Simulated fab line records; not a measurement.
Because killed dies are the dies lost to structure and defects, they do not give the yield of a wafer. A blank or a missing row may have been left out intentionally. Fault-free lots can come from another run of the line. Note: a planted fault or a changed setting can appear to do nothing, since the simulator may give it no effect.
Matching of chambers || flow n5-finfet || N5_BEOL_M1_ETCH_70 on rie-diel-06 has 4 sister chambers
The step etches SOC in N2/H2, target depth 80 nm, overetch 16 nm, time 120 s. 14 wafers are shown with their chamber, then 7 later ones without.

== WAFERS, EACH WITH ITS CHAMBER ==
{"wafer": "L074.2", "chamber": 3, "drypump-motor-current-A (A)": 5.89, "throttle-valve-pct (%)": 17.62, "oes-product-au (a.u.)": 0.60}
{"wafer": "L074.3", "chamber": 0, "drypump-motor-current-A (A)": 5.58, "throttle-valve-pct (%)": 17.60, "oes-product-au (a.u.)": 0.69}
{"wafer": "L074.5", "chamber": 2, "drypump-motor-current-A (A)": 5.34, "throttle-valve-pct (%)": 18.29, "oes-product-au (a.u.)": 0.53}
{"wafer": "L075.3", "chamber": 0, "drypump-motor-current-A (A)": 5.57, "throttle-valve-pct (%)": 17.62, "oes-product-au (a.u.)": 0.70}
{"wafer": "L075.4", "chamber": 3, "drypump-motor-current-A (A)": 5.89, "throttle-valve-pct (%)": 17.63, "oes-product-au (a.u.)": 0.60}
{"wafer": "L075.6", "chamber": 3, "drypump-motor-current-A (A)": 5.89, "throttle-valve-pct (%)": 17.63, "oes-product-au (a.u.)": 0.60}
{"wafer": "L084.4", "chamber": 0, "drypump-motor-current-A (A)": 5.54, "throttle-valve-pct (%)": 17.64, "oes-product-au (a.u.)": 0.67}
{"wafer": "L084.5", "chamber": 1, "drypump-motor-current-A (A)": 5.66, "throttle-valve-pct (%)": 17.94, "oes-product-au (a.u.)": 0.57}
{"wafer": "L084.6", "chamber": 3, "drypump-motor-current-A (A)": 5.87, "throttle-valve-pct (%)": 17.64, "oes-product-au (a.u.)": 0.58}
{"wafer": "L086.1", "chamber": 0, "drypump-motor-current-A (A)": 5.56, "throttle-valve-pct (%)": 17.63, "oes-product-au (a.u.)": 0.67}
{"wafer": "L086.3", "chamber": 3, "drypump-motor-current-A (A)": 5.89, "throttle-valve-pct (%)": 17.66, "oes-product-au (a.u.)": 0.59}
{"wafer": "L086.5", "chamber": 3, "drypump-motor-current-A (A)": 5.89, "throttle-valve-pct (%)": 17.64, "oes-product-au (a.u.)": 0.58}
{"wafer": "L087.3", "chamber": 1, "drypump-motor-current-A (A)": 5.64, "throttle-valve-pct (%)": 17.99, "oes-product-au (a.u.)": 0.57}
{"wafer": "L087.4", "chamber": 0, "drypump-motor-current-A (A)": 5.58, "throttle-valve-pct (%)": 17.65, "oes-product-au (a.u.)": 0.67}

SIGNATURES, as means of the wafers listed above
{"reading": "drypump-motor-current-A", "chamber 0": 5.5660, "chamber 1": 5.6500, "chamber 2": 5.3400, "chamber 3": 5.8867, "scatter within a chamber": 0.0129}
{"reading": "throttle-valve-pct", "chamber 0": 17.6280, "chamber 1": 17.9650, "chamber 2": 18.2900, "chamber 3": 17.6367, "scatter within a chamber": 0.0191}
{"reading": "oes-product-au", "chamber 0": 0.6800, "chamber 1": 0.5700, "chamber 2": 0.5300, "chamber 3": 0.5917, "scatter within a chamber": 0.0113}
Rule: for each reading, subtract the chamber's mean from the wafer's reading, divide by that reading's scatter and square the result; add these up over the readings and take the root, which gives the wafer's distance from the chamber. The wafer belongs to the nearest chamber; if the next one is less than 2 further off, it can't be placed. The scatter: the root of (the sum of the squares of (reading less its chamber's mean) over the shown wafers, divided by (wafers less chambers)).

== WAFERS WITHOUT THEIR CHAMBER ==
{"wafer": "L087.6", "drypump-motor-current-A (A)": 5.65, "throttle-valve-pct (%)": 17.96, "oes-product-au (a.u.)": 0.57}
{"wafer": "L095.4", "drypump-motor-current-A (A)": 5.35, "throttle-valve-pct (%)": 17.86, "oes-product-au (a.u.)": 0.71}
{"wafer": "L095.5", "drypump-motor-current-A (A)": 5.35, "throttle-valve-pct (%)": 17.86, "oes-product-au (a.u.)": 0.71}
{"wafer": "L095.6", "drypump-motor-current-A (A)": 5.88, "throttle-valve-pct (%)": 17.68, "oes-product-au (a.u.)": 0.58}
{"wafer": "L097.2", "drypump-motor-current-A (A)": 5.58, "throttle-valve-pct (%)": 17.68, "oes-product-au (a.u.)": 0.65}
{"wafer": "L097.3", "drypump-motor-current-A (A)": 5.37, "throttle-valve-pct (%)": 17.86, "oes-product-au (a.u.)": 0.71}
{"wafer": "L097.5", "drypump-motor-current-A (A)": 5.89, "throttle-valve-pct (%)": 17.70, "oes-product-au (a.u.)": 0.57}

== EACH ONE'S CHAMBER ==
{"wafer": "L087.6", "from the rows above": 1, "in truth": 1}
{"wafer": "L095.4", "from the rows above": 0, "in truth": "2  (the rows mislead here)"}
{"wafer": "L095.5", "from the rows above": 0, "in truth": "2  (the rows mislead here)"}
{"wafer": "L095.6", "from the rows above": 3, "in truth": 3}
{"wafer": "L097.2", "from the rows above": 0, "in truth": 0}
{"wafer": "L097.3", "from the rows above": 0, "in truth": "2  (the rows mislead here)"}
{"wafer": "L097.5", "from the rows above": 3, "in truth": 3}
Placed correctly: 4 of 7. Not placeable from these rows: 0. Placed wrongly: 3.
